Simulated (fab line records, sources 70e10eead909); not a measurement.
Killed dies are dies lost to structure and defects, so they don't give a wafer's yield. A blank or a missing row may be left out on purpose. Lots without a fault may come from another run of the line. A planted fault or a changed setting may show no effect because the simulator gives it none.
Which tool did it? | flow nand_harc | 24 lots, 72 wafers sampled, at 6 steps of a route of 1159

WHAT THE GAUGES READ, wafer by wafer
The record holds no reading of a measuring or inspecting step that can be judged against a usual standard deviation.

WHICH TOOL RAN EACH LOT (tool, then ch and the chambers of the sampled wafers, then the start)
lot  | NHARC_A_CHANNEL_HOLE_D1_ETCH_16               | NHARC_A_CHANNEL_HOLE_D1_ETCH_20  | NHARC_A_CHANNEL_HOLE_D1_ETCH_23  | NHARC_A_STAIRCASE_TRIM_12          | NHARC_A_STAIRCASE_ETCH_13      | NHARC_A_STAIRCASE_ETCH_15
L075 | rie_diel-13 ch 0,1,3, day 8 04:20 or earlier  | har_etch-01 ch 0,1, day 8 04:20  | har_etch-01 ch 0,1, day 8 05:38  | rie_diel-02 ch 0,2,3, day 10 13:13 | rie_diel-02 ch 0,2,3, no start | rie_diel-02 ch 1,2,3, no start
L074 | rie_diel-13 ch 1,2,3, day 8 05:35 or earlier  | har_etch-02 ch 0,1, day 8 05:35  | har_etch-02 ch 0,1, day 8 06:54  | rie_diel-03 ch 0,1,2, day 10 13:07 | rie_diel-03 ch 1,2,3, no start | rie_diel-03 ch 1,2,3, no start
L076 | rie_diel-08 ch 0,1,3, day 8 19:17 or earlier  | har_etch-02 ch 0, day 8 19:17    | har_etch-02 ch 0, day 8 20:36    | rie_diel-02 ch 2,3, day 11 09:38   | rie_diel-02 ch 1,3, no start   | rie_diel-02 ch 1,2,3, no start
L077 | rie_diel-13 ch 1,2,3, day 8 19:40 or earlier  | har_etch-01 ch 0,1, day 8 19:40  | har_etch-01 ch 0,1, day 8 21:06  | rie_diel-02 ch 1,3, day 11 09:34   | rie_diel-02 ch 0,3, no start   | rie_diel-02 ch 0,2,3, no start
L079 | rie_diel-08 ch 1,2, day 9 08:35 or earlier    | har_etch-01 ch 0,1, day 9 08:35  | har_etch-01 ch 0,1, day 9 09:58  | rie_diel-02 ch 0,2,3, day 11 21:16 | rie_diel-02 ch 0,1, no start   | rie_diel-02 ch 0,2, no start
L078 | rie_diel-05 ch 0,2, day 9 09:07 or earlier    | har_etch-02 ch 0,1, day 9 09:07  | har_etch-02 ch 0,1, day 9 10:29  | rie_diel-03 ch 1,2,3, day 11 21:01 | rie_diel-03 ch 0,1,2, no start | rie_diel-03 ch 0,1,3, no start
L080 | rie_diel-13 ch 2,3, day 10 01:50 or earlier   | har_etch-01 ch 0,1, day 10 01:50 | har_etch-01 ch 0,1, day 10 03:13 | rie_diel-03 ch 1,2, day 12 12:58   | rie_diel-03 ch 0,3, no start   | rie_diel-03 ch 1,2, no start
L081 | rie_diel-05 ch 0,3, day 10 02:15 or earlier   | har_etch-02 ch 0,1, day 10 02:15 | har_etch-02 ch 0,1, day 10 03:34 | rie_diel-02 ch 1,3, day 12 13:23   | rie_diel-02 ch 1,3, no start   | rie_diel-02 ch 1,2,3, no start
L084 | rie_diel-05 ch 0,2, day 10 09:22 or earlier   | har_etch-02 ch 0,1, day 10 09:22 | har_etch-02 ch 0,1, day 10 10:40 | rie_diel-11 ch 0,2,3, day 12 20:40 | rie_diel-11 ch 1,2, no start   | rie_diel-11 ch 1,3, no start
L082 | rie_diel-13 ch 0,2, day 10 09:51 or earlier   | har_etch-01 ch 0,1, day 10 09:51 | har_etch-01 ch 0,1, day 10 11:14 | rie_diel-11 ch 0,1,2, day 12 19:01 | rie_diel-11 ch 0,1,2, no start | rie_diel-11 ch 0,1,3, no start
L083 | rie_diel-13 ch 0,2,3, day 10 13:34 or earlier | har_etch-02 ch 0,1, day 10 13:34 | har_etch-02 ch 0,1, day 10 14:57 | rie_diel-02 ch 0,1, day 13 02:37   | rie_diel-02 ch 1,2,3, no start | rie_diel-02 ch 0,2, no start
L087 | rie_diel-08 ch 1,2, day 11 13:47 or earlier   | har_etch-02 ch 0,1, day 11 13:47 | har_etch-02 ch 0,1, day 11 15:19 | rie_diel-02 ch 1,2, day 13 23:23   | rie_diel-02 ch 1,2, no start   | rie_diel-02 ch 1,2, no start
L086 | rie_diel-08 ch 1,2,3, day 11 18:21 or earlier | har_etch-01 ch 0,1, day 11 18:21 | har_etch-01 ch 0,1, day 11 19:41 | rie_diel-03 ch 0,1,3, day 14 03:35 | rie_diel-03 ch 0,1,3, no start | rie_diel-03 ch 0,1,3, no start
L085 | rie_diel-13 ch 0,2,3, day 11 18:31 or earlier | har_etch-02 ch 0,1, day 11 18:31 | har_etch-02 ch 0,1, day 11 19:51 | rie_diel-11 ch 1,3, day 14 03:01   | rie_diel-11 ch 1,2,3, no start | rie_diel-11 ch 1,3, no start
L088 | rie_diel-05 ch 2,3, day 11 22:31 or earlier   | har_etch-01 ch 0,1, day 11 22:31 | har_etch-01 ch 0,1, day 11 23:50 | rie_diel-02 ch 0,3, day 14 07:08   | rie_diel-02 ch 1,2,3, no start | rie_diel-02 ch 0,1, no start
L089 | rie_diel-13 ch 1,2,3, day 11 22:54 or earlier | har_etch-02 ch 1, day 11 22:54   | har_etch-02 ch 1, day 12 00:19   | rie_diel-03 ch 0,1,3, day 14 07:28 | rie_diel-03 ch 0,1,3, no start | rie_diel-03 ch 0,3, no start
L092 | rie_diel-13 ch 0,2,3, day 12 07:33 or earlier | har_etch-01 ch 0,1, day 12 07:33 | har_etch-01 ch 0,1, day 12 08:52 | rie_diel-11 ch 0,1,3, day 14 17:59 | rie_diel-11 ch 0,1,3, no start | rie_diel-11 ch 0,1,3, no start
L090 | rie_diel-08 ch 0,2, day 12 09:00 or earlier   | har_etch-02 ch 0,1, day 12 09:00 | har_etch-02 ch 0,1, day 12 10:20 | rie_diel-03 ch 0,3, day 14 18:18   | rie_diel-03 ch 0,3, no start   | rie_diel-03 ch 1,3, no start
L091 | rie_diel-13 ch 0,1, day 12 11:44 or earlier   | har_etch-01 ch 0,1, day 12 11:44 | har_etch-01 ch 0,1, day 12 13:03 | rie_diel-11 ch 0,1,2, day 15 00:35 | rie_diel-11 ch 0,1,2, no start | rie_diel-11 ch 0,1,3, no start
L093 | rie_diel-13 ch 0,2,3, day 12 22:43 or earlier | har_etch-02 ch 0,1, day 12 22:43 | har_etch-02 ch 0,1, day 13 00:02 | rie_diel-11 ch 0,1,3, day 15 07:47 | rie_diel-11 ch 0,1,2, no start | rie_diel-11 ch 2,3, no start
L094 | rie_diel-05 ch 1,2,3, day 12 23:01 or earlier | har_etch-01 ch 0,1, day 12 23:01 | har_etch-01 ch 0,1, day 13 00:32 | rie_diel-02 ch 0,1,3, day 15 07:56 | rie_diel-02 ch 0,2,3, no start | rie_diel-02 ch 0,1,3, no start
L095 | rie_diel-13 ch 1,3, day 13 13:51              | har_etch-02 ch 0,1, day 13 14:38 | har_etch-02 ch 0,1, day 13 15:57 | rie_diel-02 ch 0,1,3, day 16 00:05 | rie_diel-02 ch 0,2,3, no start | rie_diel-02 ch 0,3, no start
L096 | rie_diel-13 ch 1,2, day 13 16:08 or earlier   | har_etch-01 ch 0,1, day 13 16:08 | har_etch-01 ch 0,1, day 13 17:39 | rie_diel-02 ch 0,3, day 15 23:47   | rie_diel-02 ch 0,1, no start   | rie_diel-02 ch 0,3, no start
L097 | rie_diel-13 ch 1,2,3, day 13 22:12 or earlier | har_etch-02 ch 0,1, day 13 22:12 | har_etch-02 ch 0,1, day 13 23:34 | rie_diel-03 ch 1,3, day 16 10:05   | rie_diel-03 ch 0,1,3, no start | rie_diel-03 ch 0,2,3, no start
- NHARC_A_CHANNEL_HOLE_D1_ETCH_16: etches the open film in O2/COS, target depth 3100 nm, time 806 s.
- NHARC_A_CHANNEL_HOLE_D1_ETCH_20: etches the open film in C4F8/O2/Ar, time 361.9 s, target depth 1600 nm.
- NHARC_A_CHANNEL_HOLE_D1_ETCH_23: etches the open film in C4F8/O2/Ar, time 819 s, target depth 1600 nm.
- NHARC_A_STAIRCASE_TRIM_12: chemistry O2, time 211.2 s.
- NHARC_A_STAIRCASE_ETCH_13: etches the open film in C4F8/O2, target depth 100 nm, time 40.5 s.
- NHARC_A_STAIRCASE_ETCH_15: etches the open film in C4F8/O2, target depth 100 nm, time 40.5 s.

WHAT THE TOOLS THEMSELVES READ (means of the sampled wafers that have a number; where no wafer has one, the mark that the record gives instead)
NHARC_A_CHANNEL_HOLE_D1_ETCH_16. Usual: drypump_motor_current_A 5.6 A, standard deviation 0.47; oes_product_au 0.998 a.u., standard deviation 0.013; rf_vpp_V 314.2 V, standard deviation 1.5; showerhead_plenum_p_Torr 3.13 Torr, standard deviation 0.097; throttle_valve_pct 28.330 %, standard deviation 0.0091.
lot  | tool        | drypump_motor_current_A (A) | oes_product_au (a.u.) | rf_vpp_V (V) | showerhead_plenum_p_Torr (Torr) | throttle_valve_pct (%) | flag
L075 | rie_diel-13 | 5.4                         | 0.998                 | 313.9        | 3.11                            | 28.327                 |
L074 | rie_diel-13 | 5.4                         | 1.003                 | 313.6        | 3.11                            | 28.324                 |
L076 | rie_diel-08 | 6.0                         | 1.005                 | 315.0        | 3.23                            | 28.337                 |
L077 | rie_diel-13 | 5.4                         | 1.001                 | 314.5        | 3.11                            | 28.329                 |
L079 | rie_diel-08 | 5.6                         | 0.999                 | 314.3        | 3.13                            | 28.328                 |
L078 | rie_diel-05 | 5.9                         | 1.002                 | 314.3        | 3.15                            | 28.337                 |
L080 | rie_diel-13 | 5.6                         | 0.997                 | 314.5        | 3.14                            | 28.335                 |
L081 | rie_diel-05 | 5.5                         | 1.001                 | 315.7        | 3.21                            | 28.334                 |
L084 | rie_diel-05 | 5.9                         | 0.990                 | 314.5        | 3.15                            | 28.340                 |
L082 | rie_diel-13 | 5.4                         | 0.992                 | 315.4        | 3.21                            | 28.334                 |
L083 | rie_diel-13 | 5.6                         | 0.995                 | 312.6        | 3.13                            | 28.331                 |
L087 | rie_diel-08 | 5.4                         | 1.009                 | 314.8        | 3.18                            | 28.324                 |
L086 | rie_diel-08 | 5.8                         | 0.995                 | 314.3        | 3.16                            | 28.330                 |
L085 | rie_diel-13 | 5.6                         | 0.991                 | 313.8        | 3.13                            | 28.322                 |
L088 | rie_diel-05 | 6.1                         | 1.000                 | 313.0        | 3.06                            | 28.330                 |
L089 | rie_diel-13 | 5.4                         | 1.006                 | 313.4        | 3.11                            | 28.321                 |
L092 | rie_diel-13 | 5.5                         | 1.002                 | 313.7        | 3.13                            | 28.325                 |
L090 | rie_diel-08 | 6.0                         | 0.989                 | 313.8        | 3.15                            | 28.324                 |
L091 | rie_diel-13 | 5.2                         | 0.999                 | 314.1        | 3.18                            | 28.327                 |
L093 | rie_diel-13 | 5.5                         | 0.989                 | 314.3        | 3.13                            | 28.327                 |
L094 | rie_diel-05 | 6.0                         | 0.997                 | 313.3        | 3.06                            | 28.333                 |
L095 | rie_diel-13 | 5.5                         | 1.008                 | 313.5        | 3.02                            | 28.328                 |
L096 | rie_diel-13 | 5.2                         | 0.991                 | 315.8        | 3.20                            | 28.331                 |
L097 | rie_diel-13 | 5.4                         | 0.997                 | 313.6        | 3.11                            | 28.331                 |

NHARC_A_CHANNEL_HOLE_D1_ETCH_20. Usual: drypump_motor_current_A 5.8 A, standard deviation 0.66; showerhead_plenum_p_Torr 3.76 Torr, standard deviation 0.12; throttle_valve_pct 32.154 %, standard deviation 0.011.
lot  | tool        | drypump_motor_current_A (A) | showerhead_plenum_p_Torr (Torr) | throttle_valve_pct (%) | flag
L075 | har_etch-01 | 6.2                         | 3.82                            | 32.153                 |
L074 | har_etch-02 | 5.9                         | 3.68                            | 32.160                 |
L076 | har_etch-02 | 6.3                         | 3.58                            | 32.153                 |
L077 | har_etch-01 | 5.8                         | 3.82                            | 32.164                 |
L079 | har_etch-01 | 5.8                         | 3.82                            | 32.156                 |
L078 | har_etch-02 | 5.8                         | 3.68                            | 32.145                 |
L080 | har_etch-01 | 6.2                         | 3.81                            | 32.146                 |
L081 | har_etch-02 | 5.9                         | 3.67                            | 32.162                 |
L084 | har_etch-02 | 5.9                         | 3.67                            | 32.148                 |
L082 | har_etch-01 | 6.2                         | 3.81                            | 32.146                 |
L083 | har_etch-02 | 5.4                         | 3.76                            | 32.166                 |
L087 | har_etch-02 | 5.4                         | 3.76                            | 32.147                 |
L086 | har_etch-01 | 5.8                         | 3.81                            | 32.159                 |
L085 | har_etch-02 | 5.8                         | 3.67                            | 32.156                 |
L088 | har_etch-01 | 5.8                         | 3.80                            | 32.154                 |
L089 | har_etch-02 | 5.0                         | 3.85                            | 32.151                 |
L092 | har_etch-01 | 6.2                         | 3.80                            | 32.149                 |
L090 | har_etch-02 | 5.4                         | 3.75                            | 32.154                 |
L091 | har_etch-01 | 5.8                         | 3.80                            | 32.153                 |
L093 | har_etch-02 | 5.4                         | 3.75                            | 32.156                 |
L094 | har_etch-01 | 5.8                         | 3.79                            | 32.151                 |
L095 | har_etch-02 | 5.8                         | 3.65                            | 32.154                 |
L096 | har_etch-01 | 5.8                         | 3.79                            | 32.159                 |
L097 | har_etch-02 | 5.8                         | 3.65                            | 32.145                 |

NHARC_A_CHANNEL_HOLE_D1_ETCH_23. Usual: drypump_motor_current_A 5.8 A, standard deviation 0.66; showerhead_plenum_p_Torr 3.76 Torr, standard deviation 0.12; throttle_valve_pct 32.155 %, standard deviation 0.0089.
lot  | tool        | drypump_motor_current_A (A) | showerhead_plenum_p_Torr (Torr) | throttle_valve_pct (%) | flag
L075 | har_etch-01 | 6.2                         | 3.82                            | 32.156                 |
L074 | har_etch-02 | 5.9                         | 3.68                            | 32.157                 |
L076 | har_etch-02 | 6.3                         | 3.58                            | 32.157                 |
L077 | har_etch-01 | 5.8                         | 3.82                            | 32.157                 |
L079 | har_etch-01 | 5.8                         | 3.82                            | 32.155                 |
L078 | har_etch-02 | 5.9                         | 3.68                            | 32.154                 |
L080 | har_etch-01 | 6.2                         | 3.81                            | 32.159                 |
L081 | har_etch-02 | 5.9                         | 3.67                            | 32.148                 |
L084 | har_etch-02 | 5.8                         | 3.67                            | 32.155                 |
L082 | har_etch-01 | 6.2                         | 3.81                            | 32.151                 |
L083 | har_etch-02 | 5.4                         | 3.76                            | 32.151                 |
L087 | har_etch-02 | 5.4                         | 3.76                            | 32.153                 |
L086 | har_etch-01 | 5.8                         | 3.80                            | 32.150                 |
L085 | har_etch-02 | 5.8                         | 3.66                            | 32.160                 |
L088 | har_etch-01 | 5.8                         | 3.80                            | 32.151                 |
L089 | har_etch-02 | 5.0                         | 3.85                            | 32.150                 |
L092 | har_etch-01 | 6.2                         | 3.80                            | 32.153                 |
L090 | har_etch-02 | 5.4                         | 3.75                            | 32.152                 |
L091 | har_etch-01 | 5.8                         | 3.80                            | 32.145                 |
L093 | har_etch-02 | 5.4                         | 3.75                            | 32.153                 |
L094 | har_etch-01 | 5.8                         | 3.79                            | 32.156                 |
L095 | har_etch-02 | 5.8                         | 3.65                            | 32.161                 |
L096 | har_etch-01 | 5.8                         | 3.79                            | 32.156                 |
L097 | har_etch-02 | 5.8                         | 3.65                            | 32.150                 |

NHARC_A_STAIRCASE_TRIM_12. Usual: drypump_motor_current_A 5.8 A, standard deviation 0.66; oes_product_au 0.997 a.u., standard deviation 0.013; rf_vpp_V 57.8 V, standard deviation 0.99; showerhead_plenum_p_Torr 3.55 Torr, standard deviation 0.18; throttle_valve_pct 17.037 %, standard deviation 0.0081.
lot  | tool        | drypump_motor_current_A (A) | oes_product_au (a.u.) | rf_vpp_V (V) | showerhead_plenum_p_Torr (Torr) | throttle_valve_pct (%) | flag
L075 | rie_diel-02 | 5.7                         | 0.996                 | 59.0         | 3.61                            | 17.032                 |
L074 | rie_diel-03 | 5.5                         | 1.002                 | 58.0         | 3.66                            | 17.043                 |
L076 | rie_diel-02 | 5.9                         | 1.008                 | 56.7         | 3.48                            | 17.042                 |
L077 | rie_diel-02 | 6.2                         | 1.002                 | 57.1         | 3.59                            | 17.040                 |
L079 | rie_diel-02 | 5.7                         | 1.002                 | 58.1         | 3.60                            | 17.034                 |
L078 | rie_diel-03 | 5.4                         | 0.996                 | 58.4         | 3.51                            | 17.033                 |
L080 | rie_diel-03 | 5.3                         | 0.997                 | 58.2         | 3.55                            | 17.036                 |
L081 | rie_diel-02 | 6.3                         | 1.009                 | 57.5         | 3.59                            | 17.033                 |
L084 | rie_diel-11 | 6.1                         | 0.999                 | 58.0         | 3.49                            | 17.042                 |
L082 | rie_diel-11 | 6.2                         | 0.992                 | 58.9         | 3.48                            | 17.036                 |
L083 | rie_diel-02 | 6.1                         | 0.998                 | 58.5         | 3.71                            | 17.038                 |
L087 | rie_diel-02 | 6.7                         | 1.002                 | 58.2         | 3.62                            | 17.042                 |
L086 | rie_diel-03 | 5.5                         | 1.000                 | 58.0         | 3.50                            | 17.032                 |
L085 | rie_diel-11 | 5.4                         | 0.982                 | 57.4         | 3.34                            | 17.040                 |
L088 | rie_diel-02 | 5.1                         | 0.986                 | 58.5         | 3.65                            | 17.039                 |
L089 | rie_diel-03 | 5.5                         | 0.992                 | 56.9         | 3.50                            | 17.032                 |
L092 | rie_diel-11 | 5.9                         | 0.986                 | 56.3         | 3.48                            | 17.032                 |
L090 | rie_diel-03 | 5.7                         | 0.999                 | 58.6         | 3.60                            | 17.034                 |
L091 | rie_diel-11 | 6.1                         | 0.993                 | 57.6         | 3.47                            | 17.041                 |
L093 | rie_diel-11 | 5.9                         | 0.984                 | 56.5         | 3.48                            | 17.031                 |
L094 | rie_diel-02 | 5.7                         | 1.001                 | 57.8         | 3.61                            | 17.032                 |
L095 | rie_diel-02 | 5.7                         | 1.000                 | 59.0         | 3.61                            | 17.029                 |
L096 | rie_diel-02 | 5.1                         | 1.000                 | 57.6         | 3.65                            | 17.033                 |
L097 | rie_diel-03 | 5.3                         | 1.002                 | 57.4         | 3.39                            | 17.047                 |

NHARC_A_STAIRCASE_ETCH_13. Usual: oes_product_au 0.933 a.u., standard deviation 0.017; rf_vpp_V 896 V, standard deviation 6.8.
lot  | tool        | oes_product_au (a.u.) | rf_vpp_V (V) | flag
L075 | rie_diel-02 | 0.942                 | 897          |
L074 | rie_diel-03 | 0.929                 | 895          |
L076 | rie_diel-02 | 0.936                 | 900          |
L077 | rie_diel-02 | 0.926                 | 900          |
L079 | rie_diel-02 | 0.957                 | 904          |
L078 | rie_diel-03 | 0.946                 | 900          |
L080 | rie_diel-03 | 0.935                 | 899          |
L081 | rie_diel-02 | 0.961                 | 894          |
L084 | rie_diel-11 | 0.918                 | 888          |
L082 | rie_diel-11 | 0.919                 | 894          |
L083 | rie_diel-02 | 0.937                 | 897          |
L087 | rie_diel-02 | 0.929                 | 899          |
L086 | rie_diel-03 | 0.930                 | 894          |
L085 | rie_diel-11 | 0.910                 | 887          |
L088 | rie_diel-02 | 0.944                 | 897          |
L089 | rie_diel-03 | 0.936                 | 895          |
L092 | rie_diel-11 | 0.915                 | 893          |
L090 | rie_diel-03 | 0.925                 | 897          |
L091 | rie_diel-11 | 0.921                 | 894          |
L093 | rie_diel-11 | 0.924                 | 893          |
L094 | rie_diel-02 | 0.951                 | 898          |
L095 | rie_diel-02 | 0.934                 | 897          |
L096 | rie_diel-02 | 0.954                 | 902          |
L097 | rie_diel-03 | 0.953                 | 895          |

NHARC_A_STAIRCASE_ETCH_15. Usual: oes_product_au 0.935 a.u., standard deviation 0.014; rf_vpp_V 896 V, standard deviation 6.7.
lot  | tool        | oes_product_au (a.u.) | rf_vpp_V (V) | flag
L075 | rie_diel-02 | 0.941                 | 898          |
L074 | rie_diel-03 | 0.932                 | 895          |
L076 | rie_diel-02 | 0.936                 | 897          |
L077 | rie_diel-02 | 0.931                 | 899          |
L079 | rie_diel-02 | 0.931                 | 903          |
L078 | rie_diel-03 | 0.951                 | 895          |
L080 | rie_diel-03 | 0.930                 | 896          |
L081 | rie_diel-02 | 0.942                 | 897          |
L084 | rie_diel-11 | 0.912                 | 889          |
L082 | rie_diel-11 | 0.916                 | 894          |
L083 | rie_diel-02 | 0.926                 | 903          |
L087 | rie_diel-02 | 0.948                 | 901          |
L086 | rie_diel-03 | 0.937                 | 895          |
L085 | rie_diel-11 | 0.913                 | 888          |
L088 | rie_diel-02 | 0.931                 | 903          |
L089 | rie_diel-03 | 0.941                 | 899          |
L092 | rie_diel-11 | 0.919                 | 894          |
L090 | rie_diel-03 | 0.929                 | 889          |
L091 | rie_diel-11 | 0.921                 | 895          |
L093 | rie_diel-11 | 0.926                 | 889          |
L094 | rie_diel-02 | 0.940                 | 899          |
L095 | rie_diel-02 | 0.930                 | 896          |
L096 | rie_diel-02 | 0.930                 | 900          |
L097 | rie_diel-03 | 0.963                 | 898          |

THE ANSWER, worked out from the rows above alone
Rule: a lot is off if the mean of its wafers that have a number lies more than 3 standard deviations from the usual mean. A lot without any number at a reading at which 4 lots or more have one is off too. The other lots that the step has rows for count as sound. The gauges are gone through in route order, then the tools' own readings, and for those a lot's mean is taken as printed above. The first step at which some lot is off is used, and at that step the reading that is off furthest; a lot without a number counts as furthest.
No lot is off at any reading shown: from this, nothing can be told.

WHAT THE SIMULATOR HAD PUT IN
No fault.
